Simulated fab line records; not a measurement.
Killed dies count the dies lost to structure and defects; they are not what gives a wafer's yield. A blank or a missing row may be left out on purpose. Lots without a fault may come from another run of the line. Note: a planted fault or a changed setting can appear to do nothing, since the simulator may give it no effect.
fab line records	flow nand-harc	part 2 of 2: steps 5 to 6 of 6
record lots=22	wafers=66	last-day=24
route steps=1159 shown A_SGD_CUT@777 A_WL_FILL@813 A_CONTACT@843
lots that met no fault: taken from a fault-free run of the same line
start-h: hours from the record's first day to the start of the lot's first wafer shown	wait-h: time in hours since the lot's previous step	" same as the row above	L1.1+2: one row covering several wafers at once	- no value, or no start was given	* or withheld: withheld	< > ~ a bound
route shown NAME@n: NAME is a module with steps in the file, n the number in the route of the first one	usual: the fault-free wafers' mean and standard deviation	same: alike in all rows	chamber/n: place in a boat	sites: readings site by site	_std_site: the standard deviation of these	_edge_site: the outer-site mean with the inner-site mean subtracted	radius-mm: for every site, how far away it sits from the centre of the wafer	mask NAME#n: copy n	behind: the tool/chamber that last shaped the wafer	hold: the reason the lot was held/the length of the hold in hours/how it ended	device: the transistor (n, p or np) that didn't switch	end of line: at the end of the route, the tests of the same wafers	for a step that has no rows: nothing shown but its recipe	killed: count of dies lost to structure and defects at first sort (not the wafer's yield)	map: per-die view of a wafer (x killed, . not killed, _ where there is no die)
set.NAME: the setting as run; set.NAME@STEP: as run at that earlier step	model.NAME: the simulator's own value behind a step, which no gauge read
one table for each step of the route and one row for each wafer, over a sample of lots
services: when a tool's chamber went out of use (start-h, in hours from the record's first day, below 0 if earlier), for how many hours, and the reason
## steps
# step NHARC_A_CONTACT_ETCH_51
# recipe target-depth-a=36000	over-etch-frac=0.3	time-s=936	ion-energy-ev=150	o2-flow-sccm=400	cos-flow-sccm=20	ar-flow-sccm=0	rf-w=500	bias-w=300	chemistry=O2/COS
# usual chamber-pressure-mTorr=20.002/0.018	drypump-motor-current-A=5.7/0.56	mfc-ar-sccm=0.009/0.011	o2-flow-sccm=400.0/1.2	oes-product-au=1.002/0.0068	rf-vpp-V=313.3/1.9	showerhead-plenum-p-Torr=3.06/0.13	throttle-valve-pct=28.331/0.0099
lot.wafer	tool	chamber	start-h	wait-h	chamber-pressure-mTorr	drypump-motor-current-A	mfc-ar-sccm	o2-flow-sccm	oes-product-au	rf-hours-counter-h	rf-vpp-V	showerhead-plenum-p-Torr	throttle-valve-pct
L074.2	rie-diel-04	3	-	-	20.000	4.9	0.012	400.1	1.006	16	311.5	2.93	28.326
L074.3	"	1	"	"	19.996	5.3	0	400.5	0.999	13	313.1	2.98	28.329
L074.5	"	2	"	"	20.001	5.2	0	399.3	1.000	-	316.1	3.26	28.325
L075.2	rie-diel-04	2	-	-	19.999	5.2	0	400.3	0.999	16	316.2	3.26	28.324
L075.5	"	3	"	"	20.014	4.9	0.012	399.5	0.990	-	310.0	2.94	28.347
L075.6	"	1	"	"	19.991	5.3	0	397.8	1.005	-	310.8	2.98	28.325
L077.4	rie-diel-04	0	-	-	19.978	6.4	0.023	399.6	1.004	13	313.8	3.14	28.333
L077.2	"	1	"	"	19.998	5.3	0	399.9	0.996	15	311.7	2.98	28.326
L077.3	"	2	"	"	20.026	5.3	0	399.5	1.001	17	314.3	3.26	28.336
L076.2	rie-diel-04	2	-	-	19.990	5.2	0	400.0	1.001	17	314.1	3.26	28.310
L076.1	"	3	"	"	20.003	4.9	0.012	401.2	1.008	18	311.1	2.93	28.327
L076.6	"	2	"	"	19.980	5.2	0	399.4	1.004	-	316.4	3.26	28.331
L078.1	rie-diel-04	0	-	-	20.006	6.4	0.023	399.3	0.995	15	315.0	3.14	28.329
L078.2	"	1	"	"	20.002	5.3	0	400.0	1.007	17	311.1	2.98	28.332
L078.3	"	2	"	"	19.973	5.3	0	397.4	1.001	20	315.9	3.26	28.328
L081.2	rie-diel-05	3	-	-	20.009	6.7	0.003	401.0	0.991	25	313.5	3.09	28.319
L081.3	"	1	"	"	20.032	5.9	0.036	397.9	0.995	21	313.4	3.10	28.315
L081.5	"	3	"	"	20.012	6.6	0.003	399.8	0.996	-	314.6	3.09	28.337
L080.1	rie-diel-05	3	-	-	20.004	6.6	0.003	397.4	1.005	26	314.9	3.09	28.330
L080.2	"	1	"	"	19.972	5.9	0.036	398.4	1.000	22	313.3	3.10	28.334
L080.6	"	3	"	"	20.000	6.6	0.003	397.9	1.011	-	314.7	3.09	28.320
L079.3	rie-diel-04	1	-	-	20.049	5.3	0	397.6	1.008	21	312.6	2.97	28.322
L079.4	"	3	"	"	20.010	4.9	0.012	401.4	0.997	22	311.9	2.93	28.318
L079.2	"	0	"	"	19.966	6.4	0.023	401.3	1.003	19	314.9	3.14	28.346
L083.4	rie-diel-05	1	-	-	20.012	6.0	0.036	399.6	1.006	26	314.1	3.10	28.322
L083.3	"	2	"	"	19.997	6.2	0	400.4	1.001	26	314.2	3.25	28.345
L083.2	"	3	"	"	19.986	6.6	0.003	400.2	0.997	32	313.9	3.09	28.334
L082.2	rie-diel-02	0	-	-	20.002	5.7	0.022	399.8	1.006	38	312.7	2.92	28.350
L082.3	"	3	"	"	20.010	6.4	0	399.9	1.005	40	311.7	2.91	28.334
L082.5	"	1	"	"	19.984	6.2	0	399.8	0.996	-	309.1	2.91	28.331
L084.2	rie-diel-02	1	-	-	20.010	6.3	0	399.7	1.014	36	311.5	2.91	28.333
L084.1	"	3	"	"	19.979	6.4	0	399.1	0.998	41	312.7	2.90	28.316
L084.6	"	1	"	"	20.007	6.3	0	399.7	1.000	-	310.4	2.91	28.323
L085.3	rie-diel-04	0	-	-	19.991	6.4	0.023	400.7	1.005	23	315.1	3.14	28.348
L085.2	"	1	"	"	19.985	5.2	0	400.9	1.007	25	311.5	2.97	28.327
L085.5	"	3	"	"	20.010	4.9	0.012	399.6	0.998	-	311.0	2.93	28.338
L087.2	rie-diel-05	1	-	-	19.994	5.9	0.036	398.9	1.006	35	312.5	3.09	28.332
L087.3	"	2	"	"	20.030	6.1	0	398.8	0.994	35	313.2	3.25	28.335
L087.5	"	0	"	"	20.003	5.8	0.018	401.3	1.000	-	314.5	3.14	28.339
L086.3	rie-diel-05	0	-	-	19.980	5.8	0.018	400.0	1.003	41	315.0	3.14	28.328
L086.6	"	3	"	"	20.001	6.6	0.003	400.8	1.020	-	312.5	3.08	28.339
L086.5	"	0	"	"	19.999	5.8	0.018	398.8	1.004	-	314.1	3.14	28.328
L090.1	rie-diel-05	2	-	-	20.002	6.1	0	403.8	0.989	43	314.2	3.25	28.356
L090.6	"	3	"	"	20.009	6.6	0.003	400.9	1.008	-	313.0	3.08	28.327
L090.5	"	0	"	"	20.034	5.8	0.018	399.7	1.002	-	314.0	3.14	28.329
L089.2	rie-diel-02	0	-	-	20.017	5.7	0.022	399.2	1.014	54	312.4	2.91	28.337
L089.3	"	1	"	"	19.969	6.3	0	397.1	1.009	51	311.1	2.90	28.318
L089.1	"	2	"	"	20.017	5.3	0.010	398.8	1.002	57	312.8	3.04	28.338
L091.2	rie-diel-04	3	-	-	20.019	4.9	0.012	400.1	1.006	1	311.8	2.93	28.338
L091.6	"	1	"	"	20.010	5.3	0	401.7	0.998	-	312.0	2.97	28.318
L091.5	"	2	"	"	20.028	5.2	0	401.4	1.003	-	316.2	3.25	28.306
L094.2	rie-diel-04	0	-	-	19.984	6.4	0.023	401.0	0.998	2	313.0	3.14	28.334
L094.3	"	1	"	"	19.984	5.3	0	399.9	0.999	2	314.8	2.97	28.333
L094.6	"	0	"	"	19.984	6.4	0.023	400.6	1.004	-	314.3	3.14	28.343
L092.1	rie-diel-02	2	-	-	20.033	5.3	0.010	401.8	1.000	66	312.9	3.04	28.354
L092.2	"	3	"	"	19.983	6.4	0	398.9	1.003	65	311.6	2.89	28.313
L092.4	"	0	"	"	20.006	5.7	0.022	398.4	1.019	61	310.9	2.91	28.324
L096.2	rie-diel-04	1	-	-	20.005	5.3	0	401.0	0.995	6	310.7	2.97	28.309
L096.3	"	0	"	"	19.999	6.4	0.023	399.8	0.992	5	315.2	3.14	28.334
L096.6	"	2	"	"	20.023	5.3	0	399.8	1.003	-	315.8	3.25	28.315
L097.2	rie-diel-04	3	-	-	20.018	4.9	0.012	401.5	1.012	5	311.3	2.93	28.351
L097.4	"	1	"	"	19.995	5.3	0	399.5	0.995	6	311.4	2.97	28.329
L097.1	"	2	"	"	20.016	5.2	0	399.7	1.000	6	316.2	3.25	28.329
L095.2	rie-diel-04	3	-	-	19.996	4.9	0.012	399.9	1.010	8	312.5	2.92	28.327
L095.1	"	1	"	"	19.984	5.2	0	402.0	0.986	8	312.3	2.97	28.316
L095.5	"	3	"	"	19.997	4.9	0.012	398.8	1.003	-	310.7	2.92	28.335
# step NHARC_A_CONTACT_ETCH_116
# recipe source-w=withheld	pressure-mtorr=20	bias-v=3000	time-s=94	target-depth-a=9220	ar-flow-sccm=withheld	c4f8-flow-sccm=withheld	o2-flow-sccm=withheld	chemistry=C4F8/O2/Ar
# usual chamber-pressure-mTorr=20.000/0.017	oes-air-line-au=1.000/0.021
lot.wafer	tool	chamber	start-h	wait-h	chamber-pressure-mTorr	oes-air-line-au	rf-hours-counter-h
L074.2	har-cap-etch-02	0	383.17	0.1	20.013	1.004	10
L074.3	"	1	"	"	20.013	1.034	-
L074.5	"	1	"	"	19.999	1.032	-
L075.2	har-cap-etch-03	0	383.80	0.1	20.021	1.036	81
L075.6	"	1	"	"	19.988	1.008	-
L075.5	"	0	"	"	19.963	0.956	-
L077.2	har-cap-etch-01	1	387.77	0.1	20.000	1.026	56
L077.4	"	1	"	"	20.009	1.020	-
L077.3	"	0	"	"	19.974	1.024	-
L076.1	har-cap-etch-02	0	388.24	0.1	20.025	0.990	11
L076.2	"	1	"	"	20.009	0.992	11
L076.6	"	1	"	"	20.016	0.998	-
L078.1	har-cap-etch-01	0	398.16	0.1	19.983	1.003	59
L078.2	"	1	"	"	19.998	1.046	59
L078.3	"	0	"	"	20.006	0.984	-
L081.2	har-cap-etch-02	0	408.85	0.1	20.025	1.026	15
L081.3	"	0	"	"	19.968	1.019	-
L081.5	"	1	"	"	20.012	1.018	-
L080.2	har-cap-etch-01	0	412.13	0.1	19.969	1.011	61
L080.1	"	1	"	"	19.983	0.987	61
L080.6	"	1	"	"	19.990	0.999	-
L079.2	har-cap-etch-01	1	420.06	0.1	20.021	1.026	62
L079.4	"	0	"	"	20.018	1.013	-
L079.3	"	1	"	"	19.986	1.011	-
L083.2	har-cap-etch-02	1	426.14	0.1	20.011	1.021	17
L083.4	"	1	"	"	19.996	0.975	-
L083.3	"	0	"	"	19.981	0.979	-
L082.2	har-cap-etch-03	0	427.85	0.1	20.005	0.989	89
L082.3	"	0	"	"	20.014	0.990	-
L082.5	"	1	"	"	20.015	1.019	-
L084.2	har-cap-etch-03	0	434.98	0.1	19.975	0.966	92
L084.1	"	1	"	"	19.982	1.018	92
L084.6	"	1	"	"	19.998	1.017	-
L085.2	har-cap-etch-03	1	441.92	0.1	20.000	0.959	93
L085.3	"	1	"	"	20.037	0.994	-
L085.5	"	0	"	"	19.956	1.009	-
L087.2	har-cap-etch-02	0	451.88	0.1	20.014	1.005	23
L087.3	"	1	"	"	20.029	0.938	-
L087.5	"	0	"	"	20.025	0.996	-
L086.3	har-cap-etch-01	1	453.13	0.1	20.009	0.969	-
L086.6	"	1	"	"	19.989	0.963	-
L086.5	"	0	"	"	19.992	0.999	-
L090.1	har-cap-etch-03	1	469.65	0.1	20.005	1.002	98
L090.6	"	0	"	"	19.992	1.002	-
L090.5	"	1	"	"	20.012	0.979	-
L089.1	har-cap-etch-02	0	471.47	0.1	20.013	0.995	26
L089.2	"	1	"	"	20.032	0.995	26
L089.3	"	1	"	"	20.012	0.988	-
L091.2	har-cap-etch-02	1	484.93	0.1	19.990	1.020	27
L091.5	"	1	"	"	20.015	1.011	-
L091.6	"	0	"	"	19.999	1.002	-
L094.2	har-cap-etch-01	1	488.98	0.1	20.007	1.034	73
L094.3	"	1	"	"	20.017	0.967	-
L094.6	"	1	"	"	20.008	1.017	-
L092.2	har-cap-etch-03	0	492.82	0.1	20.014	1.005	101
L092.1	"	1	"	"	20.012	0.988	101
L092.4	"	1	"	"	19.997	1.021	-
L096.2	har-cap-etch-03	0	502.50	0.1	20.001	0.993	104
L096.3	"	1	"	"	20.017	0.992	-
L096.6	"	0	"	"	20.004	0.979	-
L097.1	har-cap-etch-02	1	503.51	0.1	20.004	1.003	31
L097.2	"	0	"	"	20.004	0.984	31
L097.4	"	0	"	"	19.974	1.013	-
L095.2	har-cap-etch-01	0	509.09	0.1	20.002	1.019	78
L095.1	"	1	"	"	20.005	0.964	78
L095.5	"	1	"	"	19.980	0.965	-
## services
tool	chamber	start-h	hours	kind
har-cap-etch-02	-	305.00	17.0	pm
pecvd-03	2	310.87	12.3	repair
rie-diel-01	-	314.94	9.0	pm
rie-diel-04	-	328.10	0.2	repair
rie-diel-04	1	332.72	9.0	repair
pecvd-03	-	334.93	1.5	repair
har-cap-etch-02	-	340.88	0.6	repair
pecvd-03	0	347.50	4.0	repair
rie-diel-11	-	366.56	9.0	pm
rie-diel-06	2	373.06	2.2	repair
rie-diel-04	0	374.09	10.1	repair
cvd-w-02	-	380.50	13.0	pm
rie-diel-04	3	391.44	8.3	repair
rie-diel-04	0	391.88	1.9	repair
rie-diel-04	2	411.88	3.5	repair
rie-diel-04	1	435.79	1.6	repair
rie-metal-03	-	453.00	9.0	pm
rie-diel-11	-	458.15	0.8	repair
rie-diel-04	-	466.00	9.0	pm
pecvd-03	-	473.49	13.0	pm
cvd-w-01	-	476.46	13.0	pm
rie-diel-04	-	479.07	0.4	repair
cvd-w-01	0	502.55	6.6	repair
har-cap-etch-02	-	504.75	1.5	repair
